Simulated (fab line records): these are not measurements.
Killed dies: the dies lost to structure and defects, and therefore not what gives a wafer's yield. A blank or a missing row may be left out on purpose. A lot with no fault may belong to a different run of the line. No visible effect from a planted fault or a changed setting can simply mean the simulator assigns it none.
fab line records / flow nandHarc / part 2 of 2: steps 32 to 42 of 42
[record] lots = 5 wafers = 15 lastDay = 33
route steps=1302 shown P_ZERO_WELL@23
lots that met no fault: taken from a fault-free run of the same line
startH: start of the lot's first displayed wafer, in hours after the record's first day / waitH: how many hours have passed since the lot's step before this one / " repeats the value in the row above / L1.1+2: a single row standing in for several wafers / - no value, or no start was given / * or withheld: withheld / < > ~ a bound
route shown NAME@n: NAME is a module with steps in the file, n the number in the route of the first one / usual: average and standard deviation across the fault-free wafers / same: alike in all rows / chamber/n: place in a boat / sites: each site's reading / _std_site: standard deviation across them / _edge_site: inner sites' mean taken away from outer sites' mean / radiusMm: how far each site lies from the wafer's centre / mask NAME#n: copy n / behind: the last tool/chamber to shape the wafer / hold: why the lot went on hold/how many hours it stayed there/how the hold came to an end / device: whichever transistor did not switch (one of n, p or np) / end of line: the tests these same wafers got at the end of their route / for a step that has no rows: nothing shown but its recipe / killed: at the first sort, the dies lost to defects and structure; wafer yield is something else / map: per-die view of a wafer (x killed, . not killed, _ where there is no die)
set.NAME: the setting as run; set.NAME@STEP: as run at that earlier step / model.NAME: the simulator's own value behind a step, which no gauge read
certain route steps with their lots: each step a table, each wafer a row
services: the hour from which a tool's chamber was out of use, counted from the record's first day as startH (under 0 if before that day), plus the number of hours and why
[[steps]]
[step NHARC_P_ZERO_WELL_SOFTBAKE_47]
[recipe] tempC = 122 timeS = 95
[usual] heaterPowerTotalW = 160.1/0.48
lot.wafer=L077.4 tool=lithoTrack-07 chamber=0 startH=- waitH=- heaterPowerTotalW=159.7
lot.wafer=L077.5 tool=lithoTrack-07 chamber=0 startH=- waitH=- heaterPowerTotalW=160.3
lot.wafer=L077.6 tool=lithoTrack-07 chamber=0 startH=- waitH=- heaterPowerTotalW=160.0
lot.wafer=L080.1 tool=lithoTrack-03 chamber=0 startH=- waitH=- heaterPowerTotalW=159.9
lot.wafer=L080.5 tool=lithoTrack-03 chamber=0 startH=- waitH=- heaterPowerTotalW=160.0
lot.wafer=L080.6 tool=lithoTrack-03 chamber=0 startH=- waitH=- heaterPowerTotalW=160.2
lot.wafer=L085.3 tool=lithoTrack-03 chamber=0 startH=- waitH=- heaterPowerTotalW=160.1
lot.wafer=L085.4 tool=lithoTrack-03 chamber=0 startH=- waitH=- heaterPowerTotalW=160.5
lot.wafer=L085.6 tool=lithoTrack-03 chamber=0 startH=- waitH=- heaterPowerTotalW=159.5
lot.wafer=L092.2 tool=lithoTrack-03 chamber=0 startH=- waitH=- heaterPowerTotalW=159.2
lot.wafer=L092.5 tool=lithoTrack-03 chamber=0 startH=- waitH=- heaterPowerTotalW=160.5
lot.wafer=L092.6 tool=lithoTrack-03 chamber=0 startH=- waitH=- heaterPowerTotalW=159.8
lot.wafer=L096.2 tool=lithoTrack-07 chamber=0 startH=- waitH=- heaterPowerTotalW=160.7
lot.wafer=L096.5 tool=lithoTrack-07 chamber=0 startH=- waitH=- heaterPowerTotalW=160.8
lot.wafer=L096.6 tool=lithoTrack-07 chamber=0 startH=- waitH=- heaterPowerTotalW=160.5
[step NHARC_P_ZERO_WELL_EBR_48]
lot.wafer=L077.4+5+6 tool=lithoTrack-07 chamber=0 startH=- waitH=-
lot.wafer=L080.1+5+6 tool=lithoTrack-03 chamber=0 startH=- waitH=-
lot.wafer=L085.3+4+6 tool=lithoTrack-03 chamber=0 startH=- waitH=-
lot.wafer=L092.2+5+6 tool=lithoTrack-03 chamber=0 startH=- waitH=-
lot.wafer=L096.2+5+6 tool=lithoTrack-07 chamber=0 startH=- waitH=-
[step NHARC_P_ZERO_WELL_EXPOSE_49]
[recipe] na = 0.6 targetCdNm = 2000 doseMj = 22.64 maskId = P_HVPW
[usual] reticleTempC = 22.99/0.098
lot.wafer=L077.4 tool=krfScanner-01 chamber=0 startH=55.58 waitH=- mask=P_HVPW#0 reticleTempC=22.94
lot.wafer=L077.5 tool=krfScanner-01 chamber=0 startH=55.58 waitH=- mask=P_HVPW#0 reticleTempC=22.93
lot.wafer=L077.6 tool=krfScanner-01 chamber=0 startH=55.58 waitH=- mask=P_HVPW#0 reticleTempC=22.94
lot.wafer=L080.1 tool=krfScanner-01 chamber=0 startH=85.51 waitH=- mask=P_HVPW#0 reticleTempC=22.86
lot.wafer=L080.5 tool=krfScanner-01 chamber=0 startH=85.51 waitH=- mask=P_HVPW#0 reticleTempC=22.87
lot.wafer=L080.6 tool=krfScanner-01 chamber=0 startH=85.51 waitH=- mask=P_HVPW#0 reticleTempC=22.91
lot.wafer=L085.3 tool=krfScanner-02 chamber=0 startH=135.76 waitH=- mask=P_HVPW#0 reticleTempC=22.80
lot.wafer=L085.4 tool=krfScanner-02 chamber=0 startH=135.76 waitH=- mask=P_HVPW#0 reticleTempC=22.79
lot.wafer=L085.6 tool=krfScanner-02 chamber=0 startH=135.76 waitH=- mask=P_HVPW#0 reticleTempC=22.91
lot.wafer=L092.2 tool=krfScanner-01 chamber=0 startH=205.88 waitH=- mask=P_HVPW#0 reticleTempC=23.06
lot.wafer=L092.5 tool=krfScanner-01 chamber=0 startH=205.88 waitH=- mask=P_HVPW#0 reticleTempC=23.03
lot.wafer=L092.6 tool=krfScanner-01 chamber=0 startH=205.88 waitH=- mask=P_HVPW#0 reticleTempC=23.04
lot.wafer=L096.2 tool=krfScanner-01 chamber=0 startH=245.55 waitH=- mask=P_HVPW#0 reticleTempC=22.83
lot.wafer=L096.5 tool=krfScanner-01 chamber=0 startH=245.55 waitH=- mask=P_HVPW#0 reticleTempC=22.82
lot.wafer=L096.6 tool=krfScanner-01 chamber=0 startH=245.55 waitH=- mask=P_HVPW#0 reticleTempC=22.75
[step NHARC_P_ZERO_WELL_PEB_50]
[recipe] pebTempC = 118 pebTimeS = 85
[usual] heaterPowerTotalW = 163.97/0.27
lot.wafer=L077.4 tool=lithoTrack-03 chamber=0 startH=55.63 waitH=0.0 heaterPowerTotalW=164.30
lot.wafer=L077.5 tool=lithoTrack-03 chamber=0 startH=55.63 waitH=0.0 heaterPowerTotalW=164.42
lot.wafer=L077.6 tool=lithoTrack-03 chamber=0 startH=55.63 waitH=0.0 heaterPowerTotalW=163.72
lot.wafer=L080.1 tool=lithoTrack-05 chamber=0 startH=85.57 waitH=0.1 heaterPowerTotalW=163.62
lot.wafer=L080.5 tool=lithoTrack-05 chamber=0 startH=85.57 waitH=0.1 heaterPowerTotalW=164.12
lot.wafer=L080.6 tool=lithoTrack-05 chamber=0 startH=85.57 waitH=0.1 heaterPowerTotalW=163.56
lot.wafer=L085.3 tool=lithoTrack-03 chamber=0 startH=135.81 waitH=0.1 heaterPowerTotalW=163.66
lot.wafer=L085.4 tool=lithoTrack-03 chamber=0 startH=135.81 waitH=0.1 heaterPowerTotalW=163.68
lot.wafer=L085.6 tool=lithoTrack-03 chamber=0 startH=135.81 waitH=0.1 heaterPowerTotalW=164.29
lot.wafer=L092.2 tool=lithoTrack-07 chamber=0 startH=205.94 waitH=0.1 heaterPowerTotalW=163.67
lot.wafer=L092.5 tool=lithoTrack-07 chamber=0 startH=205.94 waitH=0.1 heaterPowerTotalW=164.43
lot.wafer=L092.6 tool=lithoTrack-07 chamber=0 startH=205.94 waitH=0.1 heaterPowerTotalW=164.13
lot.wafer=L096.2 tool=lithoTrack-03 chamber=0 startH=245.61 waitH=0.1 heaterPowerTotalW=163.67
lot.wafer=L096.5 tool=lithoTrack-03 chamber=0 startH=245.61 waitH=0.1 heaterPowerTotalW=163.96
lot.wafer=L096.6 tool=lithoTrack-03 chamber=0 startH=245.61 waitH=0.1 heaterPowerTotalW=164.32
[step NHARC_P_ZERO_WELL_DEVELOP_51]
[recipe] timeS = 70
lot.wafer=L077.4+5+6 tool=lithoTrack-03 chamber=0 startH=- waitH=-
lot.wafer=L080.1+5+6 tool=lithoTrack-05 chamber=0 startH=- waitH=-
lot.wafer=L085.3+4+6 tool=lithoTrack-03 chamber=0 startH=- waitH=-
lot.wafer=L092.2+5+6 tool=lithoTrack-07 chamber=0 startH=- waitH=-
lot.wafer=L096.2+5+6 tool=lithoTrack-03 chamber=0 startH=- waitH=-
[step NHARC_P_ZERO_WELL_CD_MEAS_52]
[recipe] targetCdNm = 2000 landingEnergyEv = 500
[usual] cdNm = 1999.5/1.6
lot.wafer=L077.4 tool=cdSem-03 chamber=0 startH=55.73 waitH=- cdNm=2001.5
lot.wafer=L077.5 tool=cdSem-03 chamber=0 startH=55.73 waitH=- cdNm=2000.9
lot.wafer=L077.6 tool=cdSem-03 chamber=0 startH=55.73 waitH=- cdNm=1998.9
lot.wafer=L080.1 tool=cdSem-02 chamber=0 startH=85.66 waitH=- cdNm=1998.1
lot.wafer=L080.5 tool=cdSem-02 chamber=0 startH=85.66 waitH=- cdNm=1999.2
lot.wafer=L080.6 tool=cdSem-02 chamber=0 startH=85.66 waitH=- cdNm=2000.9
lot.wafer=L085.3 tool=cdSem-01 chamber=0 startH=135.91 waitH=- cdNm=2001.4
lot.wafer=L085.4 tool=cdSem-01 chamber=0 startH=135.91 waitH=- cdNm=2000.7
lot.wafer=L085.6 tool=cdSem-01 chamber=0 startH=135.91 waitH=- cdNm=2002.6
lot.wafer=L092.2 tool=cdSem-02 chamber=0 startH=206.04 waitH=- cdNm=1998.4
lot.wafer=L092.5 tool=cdSem-02 chamber=0 startH=206.04 waitH=- cdNm=1998.4
lot.wafer=L092.6 tool=cdSem-02 chamber=0 startH=206.04 waitH=- cdNm=2000.0
lot.wafer=L096.2 tool=cdSem-03 chamber=0 startH=245.70 waitH=- cdNm=2000.4
lot.wafer=L096.5 tool=cdSem-03 chamber=0 startH=245.70 waitH=- cdNm=1998.1
lot.wafer=L096.6 tool=cdSem-03 chamber=0 startH=245.70 waitH=- cdNm=1999.7
[step NHARC_P_ZERO_WELL_HARDBAKE_53]
[recipe] tempC = 125 timeS = 80
[usual] heaterPowerTotalW = 184.0/0.73
lot.wafer=L077.4 tool=lithoTrack-05 chamber=0 startH=55.81 waitH=- heaterPowerTotalW=183.1
lot.wafer=L077.5 tool=lithoTrack-05 chamber=0 startH=55.81 waitH=- heaterPowerTotalW=183.0
lot.wafer=L077.6 tool=lithoTrack-05 chamber=0 startH=55.81 waitH=- heaterPowerTotalW=183.5
lot.wafer=L080.1 tool=lithoTrack-03 chamber=0 startH=85.74 waitH=- heaterPowerTotalW=183.9
lot.wafer=L080.5 tool=lithoTrack-03 chamber=0 startH=85.74 waitH=- heaterPowerTotalW=184.8
lot.wafer=L080.6 tool=lithoTrack-03 chamber=0 startH=85.74 waitH=- heaterPowerTotalW=183.3
lot.wafer=L085.3 tool=lithoTrack-07 chamber=0 startH=135.99 waitH=- heaterPowerTotalW=183.8
lot.wafer=L085.4 tool=lithoTrack-07 chamber=0 startH=135.99 waitH=- heaterPowerTotalW=184.7
lot.wafer=L085.6 tool=lithoTrack-07 chamber=0 startH=135.99 waitH=- heaterPowerTotalW=183.3
lot.wafer=L092.2 tool=lithoTrack-05 chamber=0 startH=206.12 waitH=- heaterPowerTotalW=183.1
lot.wafer=L092.5 tool=lithoTrack-05 chamber=0 startH=206.12 waitH=- heaterPowerTotalW=183.8
lot.wafer=L092.6 tool=lithoTrack-05 chamber=0 startH=206.12 waitH=- heaterPowerTotalW=184.2
lot.wafer=L096.2 tool=lithoTrack-03 chamber=0 startH=245.78 waitH=- heaterPowerTotalW=182.9
lot.wafer=L096.5 tool=lithoTrack-03 chamber=0 startH=245.78 waitH=- heaterPowerTotalW=184.9
lot.wafer=L096.6 tool=lithoTrack-03 chamber=0 startH=245.78 waitH=- heaterPowerTotalW=184.8
[step NHARC_P_ZERO_WELL_DESCUM_54]
[recipe] timeS = 3 o2FlowSccm = 200 arFlowSccm = 0 biasPowerW = 0 chemistry = O2
[usual] chamberPressureMTorr = 59.99/0.055 drypumpMotorCurrentA = 5.9/0.32 mfcArSccm = 0.011/0.013 oesProductAu = 1.005/0.01 rfVppV = 57.6/0.9 showerheadPlenumPTorr = 1.86/0.087 throttleValvePct = 11.313/0.0088
lot.wafer=L077.4 tool=rieDiel-08 chamber=1 startH=55.92 waitH=- chamberPressureMTorr=59.99 drypumpMotorCurrentA=6.3 mfcArSccm=0 oesProductAu=0.994 rfHoursCounterH=11 rfVppV=56.5 showerheadPlenumPTorr=1.78 throttleValvePct=11.308
lot.wafer=L077.6 tool=rieDiel-08 chamber=2 startH=55.92 waitH=- chamberPressureMTorr=60.01 drypumpMotorCurrentA=6.0 mfcArSccm=0.017 oesProductAu=1.017 rfHoursCounterH=- rfVppV=57.3 showerheadPlenumPTorr=1.80 throttleValvePct=11.321
lot.wafer=L077.5 tool=rieDiel-08 chamber=3 startH=55.92 waitH=- chamberPressureMTorr=60.07 drypumpMotorCurrentA=5.2 mfcArSccm=0 oesProductAu=0.994 rfHoursCounterH=- rfVppV=57.8 showerheadPlenumPTorr=1.95 throttleValvePct=11.312
lot.wafer=L080.1 tool=rieDiel-13 chamber=2 startH=85.88 waitH=- chamberPressureMTorr=60.04 drypumpMotorCurrentA=5.7 mfcArSccm=0.007 oesProductAu=1.014 rfHoursCounterH=23 rfVppV=57.5 showerheadPlenumPTorr=1.78 throttleValvePct=11.322
lot.wafer=L080.5 tool=rieDiel-13 chamber=3 startH=85.88 waitH=- chamberPressureMTorr=60.02 drypumpMotorCurrentA=5.9 mfcArSccm=0 oesProductAu=1.017 rfHoursCounterH=- rfVppV=56.7 showerheadPlenumPTorr=1.82 throttleValvePct=11.324
lot.wafer=L080.6 tool=rieDiel-13 chamber=0 startH=85.88 waitH=- chamberPressureMTorr=59.99 drypumpMotorCurrentA=5.6 mfcArSccm=0 oesProductAu=0.990 rfHoursCounterH=- rfVppV=59.9 showerheadPlenumPTorr=1.84 throttleValvePct=11.295
lot.wafer=L085.3 tool=rieDiel-08 chamber=1 startH=136.08 waitH=- chamberPressureMTorr=59.99 drypumpMotorCurrentA=6.3 mfcArSccm=0 oesProductAu=0.992 rfHoursCounterH=36 rfVppV=56.7 showerheadPlenumPTorr=1.78 throttleValvePct=11.317
lot.wafer=L085.4 tool=rieDiel-08 chamber=2 startH=136.08 waitH=- chamberPressureMTorr=59.88 drypumpMotorCurrentA=5.9 mfcArSccm=0.017 oesProductAu=1.010 rfHoursCounterH=35 rfVppV=57.6 showerheadPlenumPTorr=1.79 throttleValvePct=11.300
lot.wafer=L085.6 tool=rieDiel-08 chamber=1 startH=136.08 waitH=- chamberPressureMTorr=60.01 drypumpMotorCurrentA=6.3 mfcArSccm=0 oesProductAu=0.999 rfHoursCounterH=- rfVppV=57.3 showerheadPlenumPTorr=1.78 throttleValvePct=11.317
lot.wafer=L092.2 tool=rieDiel-08 chamber=1 startH=206.20 waitH=- chamberPressureMTorr=60.04 drypumpMotorCurrentA=6.3 mfcArSccm=0 oesProductAu=0.999 rfHoursCounterH=2 rfVppV=58.5 showerheadPlenumPTorr=2.08 throttleValvePct=11.306
lot.wafer=L092.5 tool=rieDiel-08 chamber=1 startH=206.20 waitH=- chamberPressureMTorr=59.94 drypumpMotorCurrentA=6.3 mfcArSccm=0 oesProductAu=1.012 rfHoursCounterH=- rfVppV=57.6 showerheadPlenumPTorr=2.08 throttleValvePct=11.311
lot.wafer=L092.6 tool=rieDiel-08 chamber=2 startH=206.20 waitH=- chamberPressureMTorr=59.96 drypumpMotorCurrentA=6.0 mfcArSccm=0.017 oesProductAu=0.984 rfHoursCounterH=- rfVppV=57.1 showerheadPlenumPTorr=1.79 throttleValvePct=11.321
lot.wafer=L096.2 tool=rieDiel-05 chamber=0 startH=245.88 waitH=- chamberPressureMTorr=60.02 drypumpMotorCurrentA=5.6 mfcArSccm=0 oesProductAu=1.028 rfHoursCounterH=2 rfVppV=56.5 showerheadPlenumPTorr=1.78 throttleValvePct=11.309
lot.wafer=L096.6 tool=rieDiel-05 chamber=2 startH=245.88 waitH=- chamberPressureMTorr=60.03 drypumpMotorCurrentA=5.8 mfcArSccm=0.031 oesProductAu=1.020 rfHoursCounterH=- rfVppV=57.3 showerheadPlenumPTorr=1.88 throttleValvePct=11.301
lot.wafer=L096.5 tool=rieDiel-05 chamber=0 startH=245.88 waitH=- chamberPressureMTorr=60.01 drypumpMotorCurrentA=5.6 mfcArSccm=0 oesProductAu=1.011 rfHoursCounterH=- rfVppV=57.1 showerheadPlenumPTorr=1.78 throttleValvePct=11.306
[step NHARC_P_ZERO_WELL_IMPLANT_55]
[recipe] energyKev = 180 doseCm2 = 8e+11 tiltDeg = 7
lot.wafer=L077.4+5+6 tool=implanter-01 chamber=0 startH=56.12 waitH=0.2
lot.wafer=L080.1+5+6 tool=implanter-01 chamber=0 startH=85.99 waitH=0.1
lot.wafer=L085.3+4+6 tool=implanter-01 chamber=0 startH=136.27 waitH=0.2
lot.wafer=L092.2+5+6 tool=implanter-02 chamber=0 startH=206.38 waitH=0.2
lot.wafer=L096.2+5+6 tool=implanter-01 chamber=0 startH=246.06 waitH=0.2
[step NHARC_P_ZERO_WELL_IMPLANT_61]
[recipe] energyKev = 30 doseCm2 = 5e+11 tiltDeg = 7
lot.wafer=L077.4+5+6 tool=implanter-01 chamber=0 startH=56.30 waitH=0.2
lot.wafer=L080.1+5+6 tool=implanter-01 chamber=0 startH=86.17 waitH=0.2
lot.wafer=L085.3+4+6 tool=implanter-01 chamber=0 startH=136.45 waitH=0.1
lot.wafer=L092.2+5+6 tool=implanter-02 chamber=0 startH=206.56 waitH=0.2
lot.wafer=L096.2+5+6 tool=implanter-01 chamber=0 startH=246.24 waitH=0.2
[step NHARC_P_ZERO_WELL_STRIP_56]
[recipe] timeS = 840 tempC = 130 chemistry = SPM
[usual] bathHeatDutyPct = 14.4/1.7
lot.wafer=L077.6 tool=wetBench-06 chamber=3 startH=56.43 waitH=0.0 bathHeatDutyPct=14.9
lot.wafer=L077.4 tool=wetBench-06 chamber=6 startH=56.43 waitH=0.0 bathHeatDutyPct=13.1
lot.wafer=L077.5 tool=wetBench-06 chamber=7 startH=56.43 waitH=0.0 bathHeatDutyPct=11.7
lot.wafer=L080.1 tool=wetBench-07 chamber=3 startH=86.39 waitH=0.2 bathHeatDutyPct=14.4
lot.wafer=L080.6 tool=wetBench-07 chamber=4 startH=86.39 waitH=0.2 bathHeatDutyPct=13.0
lot.wafer=L080.5 tool=wetBench-07 chamber=5 startH=86.39 waitH=0.2 bathHeatDutyPct=13.7
lot.wafer=L085.6 tool=wetBench-07 chamber=1 startH=136.60 waitH=0.0 bathHeatDutyPct=13.9
lot.wafer=L085.4 tool=wetBench-07 chamber=2 startH=136.60 waitH=0.0 bathHeatDutyPct=16.0
lot.wafer=L085.3 tool=wetBench-07 chamber=3 startH=136.60 waitH=0.0 bathHeatDutyPct=14.6
lot.wafer=L092.2 tool=wetBench-07 chamber=5 startH=206.76 waitH=0.2 bathHeatDutyPct=12.3
lot.wafer=L092.6 tool=wetBench-07 chamber=7 startH=206.76 waitH=0.2 bathHeatDutyPct=12.4
lot.wafer=L092.5 tool=wetBench-07 chamber=0 startH=206.76 waitH=0.2 bathHeatDutyPct=12.3
lot.wafer=L096.2 tool=wetBench-09 chamber=5 startH=246.43 waitH=0.2 bathHeatDutyPct=15.2
lot.wafer=L096.6 tool=wetBench-09 chamber=7 startH=246.43 waitH=0.2 bathHeatDutyPct=10.8
lot.wafer=L096.5 tool=wetBench-09 chamber=1 startH=246.43 waitH=0.2 bathHeatDutyPct=14.1
[[services]]
tool=implanter-01 chamber=- startH=48.45 hours=7.2 kind=repair
tool=wetBench-07 chamber=- startH=50.35 hours=9.4 kind=repair
tool=rieDiel-05 chamber=0 startH=52.76 hours=2.9 kind=repair
tool=rieDiel-05 chamber=- startH=53.43 hours=9.0 kind=pm
tool=rieDiel-05 chamber=2 startH=73.44 hours=9.6 kind=repair
tool=lithoTrack-07 chamber=- startH=76.00 hours=7.0 kind=pm
tool=implanter-02 chamber=- startH=88.10 hours=2.0 kind=repair
tool=krfScanner-02 chamber=- startH=94.00 hours=4.0 kind=pm
tool=lithoTrack-03 chamber=- startH=100.00 hours=7.0 kind=pm
tool=rieDiel-05 chamber=1 startH=114.36 hours=29.7 kind=repair
tool=lithoTrack-05 chamber=- startH=124.00 hours=7.0 kind=pm
tool=rieDiel-05 chamber=3 startH=124.12 hours=2.1 kind=repair
tool=krfScanner-02 chamber=- startH=128.81 hours=3.4 kind=repair
tool=krfScanner-01 chamber=- startH=140.02 hours=4.0 kind=pm
tool=rieDiel-08 chamber=- startH=143.67 hours=0.3 kind=repair
tool=rieDiel-05 chamber=3 startH=144.93 hours=132.0 kind=repair
tool=implanter-02 chamber=- startH=146.43 hours=13.0 kind=pm
tool=wetBench-07 chamber=- startH=160.00 hours=8.0 kind=pm
tool=wetBench-09 chamber=- startH=176.80 hours=8.0 kind=pm
tool=rieDiel-08 chamber=- startH=190.80 hours=9.0 kind=pm
tool=implanter-02 chamber=- startH=193.78 hours=2.9 kind=repair
tool=rieDiel-08 chamber=1 startH=209.43 hours=16.6 kind=repair
tool=krfScanner-02 chamber=- startH=219.87 hours=0.6 kind=repair
tool=rieDiel-05 chamber=- startH=230.60 hours=9.0 kind=pm
